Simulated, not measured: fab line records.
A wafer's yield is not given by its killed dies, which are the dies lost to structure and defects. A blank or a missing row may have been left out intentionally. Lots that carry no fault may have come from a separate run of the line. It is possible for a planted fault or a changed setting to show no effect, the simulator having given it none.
fab line records / flow n5-finfet
record lots=4 wafers=12 last-day=19
route steps=1938 shown DUMMY_GATE@247 SPACER0@258 SD_EPI_N@262 SD_EPI_P@326 BEOL_M4@1111
lots that met no fault: taken from a fault-free run of the same line
start-h: hours from the record's first day to the start of the lot's first wafer shown / wait-h: time in hours since the lot's previous step / " same as the row above / L1.1+2: one row covering several wafers at once / - no value present, or no start provided / * or withheld: withheld / < > ~ a bound
route shown NAME@n: names a module that has steps shown in the file, with the first one's number in the route / usual: mean and standard deviation over wafers with no fault / same: alike in all rows / chamber/n: place in a boat / sites: per-site readings / _std_site: their standard deviation / _edge_site: outer sites' mean less inner sites' / radius-mm: for every site, how far away it sits from the centre of the wafer / mask NAME#n: copy n / behind: tool/chamber where the wafer was last shaped / hold: what put the lot on hold/how long, in hours/how the hold closed / device: whichever transistor did not switch (one of n, p or np) / end of line: the tests these same wafers got at the end of their route / step lacking rows: just its recipe / killed: the dies lost at the first sort to structure and to defects; this is not the yield of the wafer / map: shows each die of a wafer: x if killed, . if not, _ if none is there
set.NAME: the setting the step ran with; set.NAME@STEP: the setting that earlier step ran with / model.NAME: the simulator's own value behind a step, which no gauge read
lots seen at some steps along the route; tables by step, rows by wafer
services: when a tool's chamber went out of use (start-h, in hours from the record's first day, below 0 if earlier), for how many hours, and the reason
## steps
# step N5_DUMMY_GATE_ETCH_23
# recipe chemistry=HBr/Cl2/O2 HBr_flow_sccm=150 Cl2_flow_sccm=80 O2_flow_sccm=12 bias-w=102 target-depth-a=410 time-s=22.3 target=poly-Si mask-material=SiO2 pressure-mtorr=10 icp-w=800
# step N5_DUMMY_GATE_ETCH_44
# recipe chemistry=HBr/O2 over-etch-frac=0.7 target-depth-a=1275 stop-on=SiO2 ion-energy-ev=60 bias-w=20 target=poly-Si mask-material=SiO2 pressure-mtorr=20 icp-w=400 HBr_flow_sccm=120 O2_flow_sccm=10
# step N5_DUMMY_GATE_ETCH_42
# recipe chemistry=CHF3/O2 target=SiO2 target-depth-a=35 time-s=31 ion-energy-ev=30 bias-w=12 pressure-mtorr=30 source-w=600 Ar_flow_sccm=200 CHF3_flow_sccm=50 O2_flow_sccm=5
# step N5_DUMMY_GATE_STRIP_48
# recipe chemistry=N2/H2 time-s=20 power-w=100 temp-c=40 pressure-mtorr=100 rf-frequency-hz=6e+07 bias-power-w=3 n2-flow-sccm=300 h2-flow-sccm=300
# step N5_DUMMY_GATE_PRECLEAN_33
# recipe chemistry=dHF time-s=10 dilution=750:1 temp-c=25
# step N5_DUMMY_GATE_PRECLEAN_25
# recipe chemistry=O3/DIW time-s=45 temp-c=22 o3-ppm=10
# step N5_DUMMY_GATE_PRECLEAN_51
# recipe chemistry=SC2 time-s=45 temp-c=35 mix=1:1:50
# step N5_DUMMY_GATE_SRD_26
# recipe dry=ipa-marangoni time-s=30 temp-c=23 rinse-liquid=diw
# step N5_DUMMY_GATE_UV_OZONE_45
# recipe time-s=120 pressure-torr=760 temp-c=25
# step N5_SPACER0_ALD_07
# recipe material=SiNx target-thk-a=20 temp-c=400 ald-precursor-family=SiH2I2 ald-co-reactant=N2/H2-plasma pressure-torr=2
# step N5_SPACER0_ALD_00
# recipe material=SiOCN target-thk-a=35 temp-c=400 ald-precursor-family=alkyl-aminosilane ald-co-reactant=O2/N2-plasma pulse-time-s=3 purge-time-s=2 co-reactant-purge-time-s=2 ald-cycles=58 pressure-torr=2
# usual ald-cycles=58/0 heater-power-w=830/79 precursor-pulse-height-rel=0.999/0.02
# same purge-time-s=2
lot.wafer=L107.1 tool=ald-sin-04 chamber=0 start-h=52.79 wait-h=0.1 ald-cycles=58 heater-power-w=643 precursor-pulse-height-rel=1.034 model.SiOCN_of_SPACER0_ALD_00.thk-nm=3.4
lot.wafer=L107.3 tool=ald-sin-04 chamber=3 start-h=52.79 wait-h=0.1 ald-cycles=58 heater-power-w=767 precursor-pulse-height-rel=0.986 model.SiOCN_of_SPACER0_ALD_00.thk-nm=3.6
lot.wafer=L107.5 tool=ald-sin-04 chamber=2 start-h=52.79 wait-h=0.1 ald-cycles=58 heater-power-w=868 precursor-pulse-height-rel=0.992 model.SiOCN_of_SPACER0_ALD_00.thk-nm=3.4
lot.wafer=L120.1 tool=ald-sin-04 chamber=0 start-h=132.70 wait-h=0.1 ald-cycles=58 heater-power-w=644 precursor-pulse-height-rel=1.015 model.SiOCN_of_SPACER0_ALD_00.thk-nm=3.4
lot.wafer=L120.4 tool=ald-sin-04 chamber=1 start-h=132.70 wait-h=0.1 ald-cycles=65 heater-power-w=742 precursor-pulse-height-rel=1.016 model.SiOCN_of_SPACER0_ALD_00.thk-nm=4
lot.wafer=L120.6 tool=ald-sin-04 chamber=3 start-h=132.70 wait-h=0.1 ald-cycles=58 heater-power-w=813 precursor-pulse-height-rel=0.983 model.SiOCN_of_SPACER0_ALD_00.thk-nm=3.4
lot.wafer=L123.1 tool=ald-sin-04 chamber=1 start-h=152.73 wait-h=0.1 ald-cycles=58 heater-power-w=745 precursor-pulse-height-rel=0.983 model.SiOCN_of_SPACER0_ALD_00.thk-nm=3.4
lot.wafer=L123.3 tool=ald-sin-04 chamber=0 start-h=152.73 wait-h=0.1 ald-cycles=58 heater-power-w=656 precursor-pulse-height-rel=1.000 model.SiOCN_of_SPACER0_ALD_00.thk-nm=3.6
lot.wafer=L123.4 tool=ald-sin-04 chamber=3 start-h=152.73 wait-h=0.1 ald-cycles=65 heater-power-w=800 precursor-pulse-height-rel=1.000 model.SiOCN_of_SPACER0_ALD_00.thk-nm=4
lot.wafer=L128.2 tool=ald-sin-02 chamber=0 start-h=180.23 wait-h=0.1 ald-cycles=58 heater-power-w=832 precursor-pulse-height-rel=1.031 model.SiOCN_of_SPACER0_ALD_00.thk-nm=3.4
lot.wafer=L128.5 tool=ald-sin-02 chamber=3 start-h=180.23 wait-h=0.1 ald-cycles=58 heater-power-w=736 precursor-pulse-height-rel=1.014 model.SiOCN_of_SPACER0_ALD_00.thk-nm=3.4
lot.wafer=L128.6 tool=ald-sin-02 chamber=0 start-h=180.23 wait-h=0.1 ald-cycles=58 heater-power-w=850 precursor-pulse-height-rel=0.998 model.SiOCN_of_SPACER0_ALD_00.thk-nm=3.4
# step N5_SPACER0_ALD_08
# recipe material=SiNx target-thk-a=20 temp-c=400 ald-precursor-family=SiH2I2 ald-co-reactant=N2/H2-plasma pressure-torr=2
# step N5_SD_EPI_N_COAT_32
# recipe resist=SOC temp-c=250 time-s=60 spin-rpm=1500 resist-thk-nm=350
# step N5_SD_EPI_N_COAT_33
# recipe resist=SiARC temp-c=220 time-s=60 spin-rpm=1500 resist-thk-nm=35
# step N5_SD_EPI_N_COAT_03
# recipe resist=CAR-ArF-block spin-rpm=1500 resist-thk-nm=150
# step N5_SD_EPI_N_EBR_05
# recipe solvent=PGMEA ebr-width-mm=1.5
# step N5_SD_EPI_N_SOFTBAKE_04
# recipe temp-c=110 time-s=60 resist=CAR-ArF-block
# step N5_SD_EPI_N_EXPOSE_06
# recipe mask-id=SD_N_BLK na=1.35 source-shape=conventional sigma-outer=0.8 polarization=unpolarized target-cd-nm=120 dose-mj=39.75
# step N5_SD_EPI_N_PEB_07
# recipe peb-temp-c=110 peb-time-s=60 resist=CAR-ArF-block
# step N5_SD_EPI_N_DEVELOP_08
# recipe develop-time-s=30 developer=TMAH resist=CAR-ArF-block dev-temp-c=23 rinse-liquid=diw dry=air-spin
# step N5_SD_EPI_N_DESCUM_14
# recipe chemistry=O2 time-s=7.9 source-power-w=50 bias-power-w=20 pressure-mtorr=20 rf-frequency-hz=2.712e+07 temp-c=40 resist=CAR-ArF-block o2-flow-sccm=225
# step N5_SD_EPI_N_ETCH_34
# recipe chemistry=CF4 target=SiARC target-depth-a=455 mask-material=CAR-ArF-block time-s=75.8 ion-energy-ev=80 pressure-mtorr=40 source-w=545 bias-w=36 Ar_flow_sccm=100 cf4-flow-sccm=100 ends=cleared
# step N5_SD_EPI_N_ETCH_35
# recipe chemistry=N2/H2 target=SOC overetch-a=1080 mask-material=SiARC temp-c=40 ion-energy-ev=100 source-w=3000 bias-w=133 pressure-mtorr=20 time-s=486 n2-flow-sccm=200 h2-flow-sccm=200
# step N5_SD_EPI_N_STRIP_36
# recipe chemistry=N2/H2 temp-c=40 n2-flow-sccm=200 h2-flow-sccm=200 rf-frequency-hz=6e+07
# step N5_SD_EPI_N_ETCHBACK_44
# recipe chemistry=CH3F/O2 mode=anisotropic-etchback target=SiNx target-depth-a=145 stop-on=SiO2 over-etch-frac=0.3 ion-energy-ev=120 pressure-mtorr=30 source-w=395 bias-w=73 Ar_flow_sccm=150 CH3F_flow_sccm=30 O2_flow_sccm=20
# step N5_SD_EPI_N_ETCH_45
# recipe chemistry=CH3F/O2 target=SiOCN target-depth-a=60 mask-material=SOC ion-energy-ev=60 bias-w=29 pressure-mtorr=15 source-w=410 Ar_flow_sccm=150 CH3F_flow_sccm=30 O2_flow_sccm=20
# step N5_SD_EPI_N_ETCH_16
# recipe chemistry=CHF3/O2 target=SiO2 target-depth-a=50 mask-material=SOC pressure-mtorr=30 source-w=650 bias-w=170 Ar_flow_sccm=200 CHF3_flow_sccm=50 O2_flow_sccm=5 ion-energy-ev=200
# step N5_SD_EPI_N_STRIP_47
# recipe chemistry=CHF3/O2 resist=SiARC rf-frequency-hz=6e+07
# step N5_SD_EPI_N_SD_RECESS_17
# recipe chemistry=HBr/Cl2/O2 target-depth-a=410 mask-material=SOC time-s=23.7 bt-time-s=3 pressure-mtorr=10 icp-w=800 bias-w=112 HBr_flow_sccm=150 Cl2_flow_sccm=80 O2_flow_sccm=12
# step N5_SD_EPI_N_STRIP_38
# recipe chemistry=N2/H2 power-w=1000 temp-c=250 h2-frac=0.65 overash-fraction=0.3 pressure-mtorr=withheld n2-flow-sccm=1750 h2-flow-sccm=3250
# step N5_SD_EPI_N_WET_ETCH_43
# recipe chemistry=dHF dilution=withheld time-s=14 target=SiO2 target-depth-a=15 temp-c=25
# step N5_SD_EPI_N_STRIP_18
# recipe chemistry=SPM time-s=750 temp-c=130 h2so4-h2o2-vol-ratio=4
# step N5_SD_EPI_N_SRD_20
# recipe dry=ipa-marangoni do-ppb=5 time-s=30 temp-c=23 rinse-liquid=diw
# step N5_SD_EPI_N_PRECLEAN_48
# recipe chemistry=NF3:NH3 afs-cycles=2 temp-c=30 time-s=20 sublimation-temp-c=180 sublimation-time-s=60 pressure-torr=3 rf-power-w=30
# step N5_SD_EPI_N_VAPOR_ETCH_50
# recipe chemistry=HCl target=Si temp-c=775 time-s=54 pressure-torr=20 mode=isotropic
# step N5_SD_EPI_N_EPI_21
# recipe material=Si:P dopant=P temp-c=680 pressure-torr=255 time-s=690
# step N5_SD_EPI_P_PRECLEAN_32
# recipe chemistry=dHF time-s=10 dilution=500:1 temp-c=25
lot.wafer=L107.1+3+5 tool=wet-bench-04 chamber=5,0,1 start-h=62.15 wait-h=0.0 model.SiOCN_of_SPACER0_ALD_00.thk-nm=3.4
lot.wafer=L120.1+6 tool=wet-bench-02 chamber=6,0 start-h=141.59 wait-h=0.0 model.SiOCN_of_SPACER0_ALD_00.thk-nm=3.4
lot.wafer=L120.4 tool=wet-bench-02 chamber=2 start-h=141.59 wait-h=0.0 model.SiOCN_of_SPACER0_ALD_00.thk-nm=3.8
lot.wafer=L123.1+3 tool=wet-bench-04 chamber=5,0 start-h=162.76 wait-h=0.0 model.SiOCN_of_SPACER0_ALD_00.thk-nm=3.4
lot.wafer=L123.4 tool=wet-bench-04 chamber=3 start-h=162.76 wait-h=0.0 model.SiOCN_of_SPACER0_ALD_00.thk-nm=3.8
lot.wafer=L128.2+5+6 tool=wet-bench-02 chamber=1,2,7 start-h=192.47 wait-h=0.0 model.SiOCN_of_SPACER0_ALD_00.thk-nm=3.4
# step N5_BEOL_M4_RC_MEAS_101
# usual DIBL_N=36.4/1.4 DIBL_P=36.4/1.5 IOFF_N=0.156/0.022 IOFF_P=0.210/0.023 ION_N=675/9.1 ION_P=463/5.7 REXT_N=75.8/1.8 SS_N=71.6/0.45 SS_P=73.3/0.56 VT_N=250/3.1 VT_P=-250.3/2.3
lot.wafer=L107.1 tool=prober-01 chamber=0 start-h=202.15 wait-h=0.0 DIBL_N[mV/V]=34.8 DIBL_P[mV/V]=36.3 IOFF_N[nA/um]=0.141 IOFF_P[nA/um]=0.185 ION_N[uA/um]=678 ION_P[uA/um]=460 REXT_N[ohm.um]=75.9 SS_N[mV/dec]=71.9 SS_P[mV/dec]=72.6 VT_N[mV]=253 VT_P[mV]=-254.2
lot.wafer=L107.3 tool=prober-01 chamber=0 start-h=202.15 wait-h=0.0 DIBL_N[mV/V]=35.2 DIBL_P[mV/V]=37.2 IOFF_N[nA/um]=0.153 IOFF_P[nA/um]=0.196 ION_N[uA/um]=680 ION_P[uA/um]=467 REXT_N[ohm.um]=75.7 SS_N[mV/dec]=71.5 SS_P[mV/dec]=73.3 VT_N[mV]=251 VT_P[mV]=-251.4
lot.wafer=L107.5 tool=prober-01 chamber=0 start-h=202.15 wait-h=0.0 DIBL_N[mV/V]=35.5 DIBL_P[mV/V]=36.8 IOFF_N[nA/um]=0.151 IOFF_P[nA/um]=0.196 ION_N[uA/um]=666 ION_P[uA/um]=458 REXT_N[ohm.um]=75.7 SS_N[mV/dec]=72.1 SS_P[mV/dec]=73.1 VT_N[mV]=250 VT_P[mV]=-254.6
lot.wafer=L120.1 tool=prober-02 chamber=0 start-h=278.02 wait-h=0.0 DIBL_N[mV/V]=36.2 DIBL_P[mV/V]=38.0 IOFF_N[nA/um]=0.166 IOFF_P[nA/um]=0.225 ION_N[uA/um]=677 ION_P[uA/um]=464 REXT_N[ohm.um]=75.4 SS_N[mV/dec]=72.2 SS_P[mV/dec]=74.2 VT_N[mV]=247 VT_P[mV]=-250.1
lot.wafer=L120.4 tool=prober-02 chamber=0 start-h=278.02 wait-h=0.0 DIBL_N[mV/V]=33.5 DIBL_P[mV/V]=35.3 IOFF_N[nA/um]=0.123 IOFF_P[nA/um]=0.171 ION_N[uA/um]=646 ION_P[uA/um]=445 REXT_N[ohm.um]=81.4 SS_N[mV/dec]=71.5 SS_P[mV/dec]=72.6 VT_N[mV]=253 VT_P[mV]=-257.2
lot.wafer=L120.6 tool=prober-02 chamber=0 start-h=278.02 wait-h=0.0 DIBL_N[mV/V]=35.5 DIBL_P[mV/V]=36.2 IOFF_N[nA/um]=0.135 IOFF_P[nA/um]=0.196 ION_N[uA/um]=669 ION_P[uA/um]=458 REXT_N[ohm.um]=76.2 SS_N[mV/dec]=71.6 SS_P[mV/dec]=73.6 VT_N[mV]=254 VT_P[mV]=-253.3
lot.wafer=L123.1 tool=prober-01 chamber=0 start-h=301.31 wait-h=0.0 DIBL_N[mV/V]=36.6 DIBL_P[mV/V]=36.1 IOFF_N[nA/um]=0.158 IOFF_P[nA/um]=0.193 ION_N[uA/um]=689 ION_P[uA/um]=465 REXT_N[ohm.um]=75.5 SS_N[mV/dec]=71.4 SS_P[mV/dec]=73.9 VT_N[mV]=250 VT_P[mV]=-250.6
lot.wafer=L123.3 tool=prober-01 chamber=0 start-h=301.31 wait-h=0.0 DIBL_N[mV/V]=36.9 DIBL_P[mV/V]=36.0 IOFF_N[nA/um]=0.150 IOFF_P[nA/um]=0.195 ION_N[uA/um]=678 ION_P[uA/um]=462 REXT_N[ohm.um]=76.5 SS_N[mV/dec]=71.5 SS_P[mV/dec]=73.6 VT_N[mV]=248 VT_P[mV]=-252.7
lot.wafer=L123.4 tool=prober-01 chamber=0 start-h=301.31 wait-h=0.0 DIBL_N[mV/V]=34.0 DIBL_P[mV/V]=33.7 IOFF_N[nA/um]=0.118 IOFF_P[nA/um]=0.146 ION_N[uA/um]=665 ION_P[uA/um]=449 REXT_N[ohm.um]=80.4 SS_N[mV/dec]=71.1 SS_P[mV/dec]=72.7 VT_N[mV]=253 VT_P[mV]=-257.8
lot.wafer=L128.2 tool=prober-02 chamber=0 start-h=327.85 wait-h=0.2 DIBL_N[mV/V]=36.4 DIBL_P[mV/V]=37.5 IOFF_N[nA/um]=0.167 IOFF_P[nA/um]=0.238 ION_N[uA/um]=683 ION_P[uA/um]=474 REXT_N[ohm.um]=74.8 SS_N[mV/dec]=72.1 SS_P[mV/dec]=73.0 VT_N[mV]=249 VT_P[mV]=-248.2
lot.wafer=L128.5 tool=prober-02 chamber=0 start-h=327.85 wait-h=0.2 DIBL_N[mV/V]=36.3 DIBL_P[mV/V]=37.1 IOFF_N[nA/um]=0.158 IOFF_P[nA/um]=0.233 ION_N[uA/um]=688 ION_P[uA/um]=475 REXT_N[ohm.um]=75.2 SS_N[mV/dec]=71.7 SS_P[mV/dec]=72.9 VT_N[mV]=250 VT_P[mV]=-246.6
lot.wafer=L128.6 tool=prober-02 chamber=0 start-h=327.85 wait-h=0.2 DIBL_N[mV/V]=37.8 DIBL_P[mV/V]=37.9 IOFF_N[nA/um]=0.193 IOFF_P[nA/um]=0.260 ION_N[uA/um]=685 ION_P[uA/um]=473 REXT_N[ohm.um]=76.1 SS_N[mV/dec]=71.9 SS_P[mV/dec]=73.3 VT_N[mV]=245 VT_P[mV]=-248.3
## services
tool=ald-sin-02 chamber=2 start-h=82.74 hours=2.1 kind=repair
tool=ald-sin-04 chamber=- start-h=87.09 hours=14.0 kind=pm
tool=ald-sin-04 chamber=0 start-h=87.09 hours=14.0 kind=vent-cycle
tool=ald-sin-04 chamber=1 start-h=87.09 hours=14.0 kind=vent-cycle
tool=ald-sin-04 chamber=2 start-h=87.09 hours=14.0 kind=vent-cycle
tool=ald-sin-04 chamber=3 start-h=87.09 hours=14.0 kind=vent-cycle
tool=ald-sin-04 chamber=0 start-h=101.09 hours=- kind=clean
tool=ald-sin-04 chamber=1 start-h=101.09 hours=- kind=clean
tool=ald-sin-04 chamber=2 start-h=101.09 hours=- kind=clean
tool=ald-sin-04 chamber=3 start-h=101.09 hours=- kind=clean
## key
first-sign step=N5_SPACER0_ALD_00 reading=ald-cycles direction=up sigmas=99+ usual=* struck=*
effect step=N5_BEOL_M4_RC_MEAS_101 reading=REXT_N direction=up sigmas=2.9 usual=75.8 struck=80.9
model-effect step=N5_SPACER0_ALD_00 value=SiOCN_of_SPACER0_ALD_00.thk-nm without=3.4 struck=4
model-effect step=N5_SD_EPI_P_PRECLEAN_32 value=SiOCN_of_SPACER0_ALD_00.thk-nm without=3.4 struck=3.8
met-at N5_SPACER0_ALD_00
struck-wafers L120.4,L123.4
onset-between 52.79 132.70
fault kind=process-parameter-drift tool=ald-sin-04 chamber=- onset-h=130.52 steps=N5_SPACER0_ALD_00 channel=ald-cycles offset=* shape=step end-h=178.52 scope=struck-wafers-only acts-in=* stated=*
